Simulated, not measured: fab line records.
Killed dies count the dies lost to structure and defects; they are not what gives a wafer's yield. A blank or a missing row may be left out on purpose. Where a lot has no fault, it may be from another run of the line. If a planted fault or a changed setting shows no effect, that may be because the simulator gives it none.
Code-filled problem report in 8D (eight disciplines) form | flow nand_harc | the parts of the form that need people (team, actions taken, sign-off) are left out

== 1. THE PROBLEM ==
Wafers without a fault read 200 nm, standard deviation 3.1; thk_nm at NHARC_A_ONON_D2_THK_MEAS_34 reads a mean of 222 nm on 2 wafers belonging to 2 lots. That puts it +7.1 standard deviations away from the usual mean.
The step: measures by ellipsometry.
First seen on wafer L259.6, day 20 06:09, on film_metro-02. Wafers with a number at this step in the record: 39, from 13 lots. Rule for "out", or "out of limits": more than 4 standard deviations from the usual mean. Any other wafer with a number is counted as sound.

== 2. WHAT THIS IS AND IS NOT ==
question                    | is                | is not
which readings at this step | thk_nm            | -
which lots                  | L259, L260        | L241, L242, L243, L244, L245, L246, L248, L250, L251, L252, L254
which wafers of those lots  | L259.6, L260.2    | L259.1, L259.4, L260.1, L260.6
read on which gauges        | film_metro-02     | film_metro-01
when                        | from day 20 06:09 | up to then (35 sound wafers); but 2 sound wafers of L260 came after

== 3. SUSPECTS, AND WHAT RULES EACH OUT ==
Counting: if a tool at a process step up to the reading ran every lot that is out, it stays a suspect. Sound lots after the first of them don't rule it out here, since some wafers of a struck lot are sound.
- the gauge at NHARC_A_ONON_D2_THK_MEAS_34: ruled out. All the wafers that are out were read on film_metro-02, but those of them that NHARC_A_ONON_D2_DEP_33 has rows for are out there too, on other tools.
- pecvd-02 at NHARC_A_ONON_D2_DEP_33 (deposits SiO2, target thk 200 nm): kept. It ran every lot that is out, first L259 (day 20 05:50); its last sound lot up to then is L252 (day 17 10:06). Its own readings are out on those wafers: rf_fwd_power_W.
- pecvd-02, NHARC_A_ONON_D2_DEP_33: wafers that are out in chamber 1, sound lot-mates in chambers 0, 2.
The count leaves pecvd-02 at NHARC_A_ONON_D2_DEP_33.

== 4. THE CAUSE (what the simulator had put in) ==
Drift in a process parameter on pecvd-02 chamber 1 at NHARC_A_ONON_D2_DEP_33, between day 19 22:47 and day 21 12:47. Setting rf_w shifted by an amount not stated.
After counting, this tool was the only one left.

== 5. THE CHAIN OF EFFECTS, in route order ==
Each row: a reading where the mean over the struck wafers with a number is more than 3 standard deviations away from the usual. Scope: only readings with a usual standard deviation given in the record; hours: median across lots of the time from each lot's start at the first step in this table that gives one to its start at this step; sigmas: change in usual standard deviations.
hours | step                        | reading          | usual   | on struck wafers | change | sigmas
0     | NHARC_A_ONON_D2_DEP_33      | rf_fwd_power_W   | 898.5 W | 1257.8           | +359.3 | +99 or more
0     | NHARC_A_ONON_D2_DEP_33      | showerhead_vpp_V | 1812 V  | 2153             | +341   | +3.6
0     | NHARC_A_ONON_D2_THK_MEAS_34 | thk_nm           | 200 nm  | 222              | +22    | +7.1
Process steps it contains:
- NHARC_A_ONON_D2_DEP_33: deposits SiO2, target thk 200 nm.
Later measuring or inspecting steps at which every struck wafer that the step has a row for has a number for every such reading, and none has moved that far: NHARC_A_CHANNEL_HOLE_D2_OVL_MEAS_11, NHARC_END_SORT_01.

== 6. HOW IT WOULD HAVE BEEN CAUGHT EARLIER ==
The first out-of-limits reading at a measuring or inspecting step in this record came at day 20 06:09, 7 hours after the fault's start at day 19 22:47.
The tool's own readings at NHARC_A_ONON_D2_DEP_33 were out on every struck wafer that the step has a row for (rf_fwd_power_W): an alarm limit on them would have fired on the first of those.
L260, from the lots that are out (2), started NHARC_A_ONON_D2_DEP_33 on pecvd-02 later than day 20 06:09. A tool hold placed at that time would have kept it from harm.
